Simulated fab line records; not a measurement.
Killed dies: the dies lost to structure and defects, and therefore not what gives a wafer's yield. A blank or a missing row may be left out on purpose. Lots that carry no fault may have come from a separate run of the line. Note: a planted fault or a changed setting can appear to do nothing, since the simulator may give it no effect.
8D (eight disciplines) problem report, filled in by code :: flow n5-finfet :: the parts of the form that need people (team, actions taken, sign-off) are left out

== 1. WHAT WENT WRONG ==
Mean GC_FILL_THK at N5_GATE_CUT_THK_MEAS_24: 184.7 nm over 3 wafers in 2 lots; fault-free wafers: 220.5 nm, standard deviation 2.6. That puts it -14 standard deviations away from the usual mean.
First seen on wafer L853.5, day 10 01:55, on film-metro-01. The record has a number at this step for 25 wafers belonging to 9 lots. The rule behind "out" and "out of limits": a value lying over 4 standard deviations away from the usual mean. The other wafers with a number count as sound.

== 2. WHAT IT IS, AND WHAT IT ISN'T ==
question: which readings at this step
is: GC_FILL_THK
is not: -

question: which lots
is: L853, L854
is not: L834, L835, L838, L839, L840, L842, L843

question: which wafers of those lots
is: L853.5, L854.3, L854.5
is not: L853.4, L853.6, L854.6

question: read on which gauges
is: film-metro-01
is not: film-metro-02

question: when
is: from day 10 01:55
is not: up to then (21 sound wafers); but 1 sound wafer of L854 came after

== 3. SUSPECTS, AND WHAT RULES EACH OUT ==
Counting: a tool at a process step up to the reading stays a suspect if it ran every lot that is out. Sound lots after the first of them don't rule it out here, since some wafers of a struck lot are sound.
- ruled out: the gauge at N5_GATE_CUT_THK_MEAS_24. All the wafers that are out were read on film-metro-01, but those of them that N5_GATE_CUT_HM_OPEN_40 has rows for are out there too, on other tools.
- pecvd-01 at N5_GATE_CUT_HM_DEP_46 (deposits SiO2 from TEOS/O2, target thk 130 nm, time 26.6 s): kept. Ran every lot that is out, first one L853 (day 9 22:50); last sound lot up to then L842 (day 7 03:55).
- rie-diel-06 at N5_GATE_CUT_DESCUM_18 (chemistry O2, time 7 s): kept. Ran every lot that is out, first one L853 (day 9 23:16); last sound lot up to then L839 (day 6 09:11).
- rie-diel-06 at N5_GATE_CUT_ETCH_36 (etches SiARC in CF4, target depth 13 nm, time 21.7 s): kept. Ran every lot that is out, first one L853 (day 9 23:20); last sound lot up to then L839 (day 6 09:15).
- rie-diel-06 at N5_GATE_CUT_ETCH_37 (etches SOC in N2/H2, target depth 60 nm, overetch 12 nm, time 90 s): kept. Ran every lot that is out, first one L853 (day 9 23:21); last sound lot up to then L839 (day 6 09:16).
- rie-diel-06 at N5_GATE_CUT_HM_OPEN_40 (chemistry C4F6/O2, target SiO2, target depth 139 nm, time 85.1 s): kept. Ran every lot that is out, first one L853 (day 9 23:26); last sound lot up to then L839 (day 6 09:22). Its own readings are out on those wafers: etch-rf-on-time-s.
Left after counting: pecvd-01 at N5_GATE_CUT_HM_DEP_46, rie-diel-06 at N5_GATE_CUT_DESCUM_18, rie-diel-06 at N5_GATE_CUT_ETCH_36, rie-diel-06 at N5_GATE_CUT_ETCH_37, rie-diel-06 at N5_GATE_CUT_HM_OPEN_40.

== 4. THE CAUSE (what the simulator had put in) ==
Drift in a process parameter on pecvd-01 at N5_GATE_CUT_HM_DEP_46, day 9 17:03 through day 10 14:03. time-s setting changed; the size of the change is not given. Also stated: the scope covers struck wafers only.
5 suspects survive the count, and this tool is in that group.

== 5. SEQUENCE OF EFFECTS, ordered by route ==
Each row: a reading whose mean over the struck wafers that have a number lies more than 3 standard deviations from the usual. Scope: only readings with a usual standard deviation given in the record; hours: median across lots of the time from each lot's start at the first step in this table that gives one to its start at this step; sigmas: change in usual standard deviations.
hours: 0
step: N5_GATE_CUT_HM_OPEN_40
reading: etch-rf-on-time-s
usual: 93.8 s
on struck wafers: 67.0
change: -26.8
sigmas: -9.9

hours: 2
step: N5_GATE_CUT_THK_MEAS_24
reading: GC_FILL_THK
usual: 220.5 nm
on struck wafers: 184.7
change: -35.8
sigmas: -14
It contains these process steps:
- N5_GATE_CUT_HM_OPEN_40: chemistry C4F6/O2, target SiO2, target depth 139 nm, time 85.1 s.

== 6. HOW IT WOULD HAVE BEEN CAUGHT EARLIER ==
In this record the first reading out of limits at a measuring or inspecting step was taken at day 10 01:55, 9 hours after the fault began at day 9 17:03.
Of the tool readings at N5_GATE_CUT_HM_DEP_46 for which the record gives a usual standard deviation, none was out on any struck wafer, so an alarm limit of 4 standard deviations on them would not have fired.
The start of N5_GATE_CUT_HM_DEP_46 on pecvd-01 came by day 10 01:55 for every one of the lots that are out (2). Holding the tool at that point would not have protected any of them.
